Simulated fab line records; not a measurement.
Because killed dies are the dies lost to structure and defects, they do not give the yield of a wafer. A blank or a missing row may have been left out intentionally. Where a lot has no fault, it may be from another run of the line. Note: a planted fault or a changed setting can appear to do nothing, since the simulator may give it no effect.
Which tool did it? | flow nandHarc | 6 lots, 18 wafers sampled, at 5 steps of a route of 1302

WHAT EACH GAUGE READ, for each wafer
NHARC_END_SORT_01.
lot | measured | on | killedAtArray

WHAT TOOL EACH LOT RAN ON (gives the tool, then ch and the chambers of the sampled wafers, and finally the start)
lot  | NHARC_A_CHANNEL_HOLE_D2_ETCH_44   | NHARC_A_CHANNEL_FILL_D2_ALD_16  | NHARC_A_CHANNEL_FILL_D2_ETCHBACK_20 | NHARC_A_CHANNEL_FILL_D2_CMP_10
L296 | rieDiel-13 ch 0,2,3, day 14 13:59 | aldHk-02 ch 0,1,3, day 15 04:19 | rieDiel-06 ch 0,1,3, day 15 16:18   | cmp-03 ch 0,2, day 16 17:25
L297 | rieDiel-13 ch 0,1,3, day 15 17:04 | aldHk-02 ch 1,2, day 16 06:32   | rieDiel-07 ch 0,1,3, day 16 18:10   | cmp-02 ch 2,3, day 17 18:19
L302 | rieDiel-03 ch 0,3, day 17 23:19   | aldHk-02 ch 0,1,3, day 18 15:41 | rieDiel-02 ch 0,2, day 19 03:18     | cmp-02 ch 0,1,2, day 20 02:28
L310 | rieDiel-13 ch 1,2,3, day 20 22:31 | aldHk-01 ch 0,1,2, day 21 13:24 | rieDiel-06 ch 0,3, day 22 01:29     | cmp-03 ch 0,2,3, day 23 00:16
L311 | rieDiel-04 ch 0,1,2, day 21 10:46 | aldHk-02 ch 0,1,3, day 21 23:50 | rieDiel-02 ch 0,1,3, day 22 12:16   | cmp-04 ch 1,2,3, day 23 11:29
L315 | rieDiel-13 ch 1,2,3, day 23 07:25 | aldHk-02 ch 0,1,2, day 23 20:43 | rieDiel-06 ch 0,1,2, day 24 08:52   | cmp-02 ch 0,2,3, day 25 08:11
- NHARC_A_CHANNEL_HOLE_D2_ETCH_44: etches the open film in CF4/O2, target depth 140 nm, overetch 14 nm, time 77 s.
- NHARC_A_CHANNEL_FILL_D2_ALD_16: deposits SiO2, target thk 1.5 nm, pulse time 10 s, ald cycles 15.
- NHARC_A_CHANNEL_FILL_D2_ETCHBACK_20: etches the open film in C4F8/O2/Ar, target depth 27 nm, time 13.5 s.
- NHARC_A_CHANNEL_FILL_D2_CMP_10: polishes, target thk 150 nm.

THE ANSWER, worked out from the rows above alone
Rule: what is usual is taken from the lots themselves. The widest of any qualifying gaps counts: lots, ordered by their means at a reading, are off when they make up no more than a third of the lots, leave a main group of 4 or more, and stand apart from it by 3 or more times the standard deviation of that group's means. Not used: any main group whose means are identical at the precision the tables above print for the reading. Also off: a lot with no number at a reading for which 4 or more lots have one. Where the step has rows for the other lots, those lots are counted as sound.
Nothing can be told from this: no lot is off at any reading shown.

WHAT WAS PUT IN BY THE SIMULATOR
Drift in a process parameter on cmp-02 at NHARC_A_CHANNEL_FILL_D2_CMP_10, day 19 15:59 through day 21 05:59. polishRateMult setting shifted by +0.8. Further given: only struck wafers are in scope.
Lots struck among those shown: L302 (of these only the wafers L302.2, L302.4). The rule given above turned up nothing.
